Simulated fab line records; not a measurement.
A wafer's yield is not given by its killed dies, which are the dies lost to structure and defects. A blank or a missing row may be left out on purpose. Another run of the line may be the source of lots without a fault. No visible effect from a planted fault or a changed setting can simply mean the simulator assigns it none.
Matching of chambers | flow n5_finfet | ald_sin-03 running N5_SPACER0_ALD_07: 4 sister chambers
The step deposits SiNx, target thk 2 nm. 8 wafers are shown with their chamber, then 12 later ones without.

WAFERS PAIRED WITH THEIR CHAMBERS
wafer  | chamber | heater_power_w (W)
L082.1 | 2       | 888
L090.3 | 3       | 856
L092.1 | 1       | 771
L092.2 | 2       | 887
L092.3 | 0       | 902
L094.1 | 1       | 785
L094.4 | 3       | 851
L094.6 | 0       | 903

WAFERS WHOSE CHAMBER IS MISSING
wafer  | heater_power_w (W)
L095.2 | 829
L095.3 | 878
L095.6 | 893
L096.1 | 892
L096.2 | 839
L096.3 | 886
L096.4 | 768
L096.5 | 826
L096.6 | 891
L097.1 | 778
L097.4 | 907
L097.6 | 859

EACH ONE'S CHAMBER
wafer  | from the rows above     | in truth
L095.2 | 3                       | 3
L095.3 | 2                       | 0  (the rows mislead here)
L095.6 | can't be placed: 2 or 0 | 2
L096.1 | can't be placed: 2 or 0 | 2
L096.2 | 3                       | 3
L096.3 | 2                       | 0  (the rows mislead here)
L096.4 | 1                       | 1
L096.5 | 3                       | 3
L096.6 | can't be placed: 2 or 0 | 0
L097.1 | 1                       | 1
L097.4 | 0                       | 0
L097.6 | 3                       | 3
Correct placement for 7 of the 12. These rows do not allow placing 3 (true chamber among the candidates in 3). Number placed wrongly: 2.
How it was worked out, from the rows above alone: a wafer's distance from a chamber is the root of the sum, over the readings, of the square of ((its reading less the chamber's mean) divided by the reading's scatter). The wafer belongs to the nearest chamber; if the next one is less than 2 further off, it can't be placed. The mean given for a chamber averages the wafers shown for that chamber. How the scatter is found: for the shown wafers, subtract from each reading the mean of its chamber, square and add these, divide the total by (wafers less chambers), then take the root.
